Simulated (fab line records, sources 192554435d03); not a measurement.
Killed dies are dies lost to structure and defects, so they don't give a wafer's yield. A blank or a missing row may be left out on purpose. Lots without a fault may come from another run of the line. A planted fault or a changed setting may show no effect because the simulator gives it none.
Split-lot experiment | flow n5_finfet | 7 lots, 21 wafers read, on a route of 1938 steps

THE SPLIT
At N5_PASSIVATION_PASS_ETCH_47 (etches SiNx in CF4/O2, target depth 770 nm, time 385 s), the setting source_w was moved away from the recipe's 535 W on 6 of the 21 wafers read, by -13.9% to +7.9%. The other wafers ran this setting at the recipe's value.

The reading is taken at the split's own step.

THE READING
rf_vpp_V, in V, at N5_PASSIVATION_PASS_ETCH_47 (etches SiNx in CF4/O2, target depth 770 nm, time 385 s). Fault-free wafers of this fab line usually give 240 V, standard deviation 3.8 V.

wafer  | tool, chamber at the split | source_w as run, W | against the recipe | rf_vpp_V, V | against lot-mates on the recipe
L080.1 | rie_diel-03, 2             | 535                | recipe             | 236         | -
L080.2 | rie_diel-03, 3             | 535                | recipe             | 235         | -
L080.4 | rie_diel-03, 1             | 535                | recipe             | 241         | -
L089.1 | rie_diel-01, 0             | 563.3              | +5.3%              | 236         | -4
L089.3 | rie_diel-01, 1             | 535                | recipe             | 240         | -
L089.4 | rie_diel-01, 1             | 535                | recipe             | 239         | -
L087.1 | rie_diel-01, 3             | 535                | recipe             | 237         | -
L087.5 | rie_diel-01, 1             | 510.3              | -4.6%              | 246         | +9
L087.6 | rie_diel-01, 0             | 510.3              | -4.6%              | 250         | +13
L093.1 | rie_diel-01, 2             | 535                | recipe             | 236         | -
L093.2 | rie_diel-01, 3             | 535                | recipe             | 238         | -
L093.5 | rie_diel-01, 3             | 535                | recipe             | 239         | -
L091.1 | rie_diel-03, 3             | 535                | recipe             | 236         | -
L091.3 | rie_diel-03, 2             | 535                | recipe             | 235         | -
L091.5 | rie_diel-03, 2             | 460.8              | -13.9%             | 255         | +20
L092.3 | rie_diel-04, 3             | 535                | recipe             | 236         | -
L092.4 | rie_diel-04, 2             | 535                | recipe             | 241         | -
L092.5 | rie_diel-04, 2             | 535                | recipe             | 239         | -
L095.2 | rie_diel-04, 1             | 535                | recipe             | 242         | -
L095.3 | rie_diel-04, 2             | 577.4              | +7.9%              | 231         | -11
L095.6 | rie_diel-04, 2             | 577.4              | +7.9%              | 230         | -12

THE FIT
A straight line over all 21 wafers: rf_vpp_V changes by -1.17 V for each +1% of source_w; r = -0.89; the points scatter about the line by 2.7 V.
The same after taking each lot's own level away (the mean of its wafers on the recipe; 21 wafers): -1.47 V for each +1%; r = -0.95; scatter 2.2 V.
On that fit, the largest move of source_w shifts the reading by 20 V.
The lots' own levels span 235.5 to 242.0 V, that is 1.7 times the standard deviation above.
So the lot-to-lot level changes the slope: the two fits differ.
Check: with one of the wafers moved furthest among these (-13.9%) left out of the fit, the line predicts +22.7 V for it against its lot-mates. It came out at +19.5 V against them.
Tool readings at the split's step, against how far the setting was moved: rf_vpp_V r = -0.89.

OTHER SPLITS ON THESE WAFERS
These wafers also went through other splits before the reading. Each is held against what the fit with the lots' levels taken away leaves over:
other split on the same wafers     | wafers away from the commonest value | r with rf_vpp_V (lot level and that fit taken away)
N5_MIM_BOT_LITHO_EXPOSE_05 dose_mj | 5                                    | +0.38
N5_MIM_BOT_ETCH_ETCH_00 bias_w     | 6                                    | -0.13

THE FILE'S OWN FIT
rf_vpp_V changes by -1.43 V for each +1% of source_w, r = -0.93.
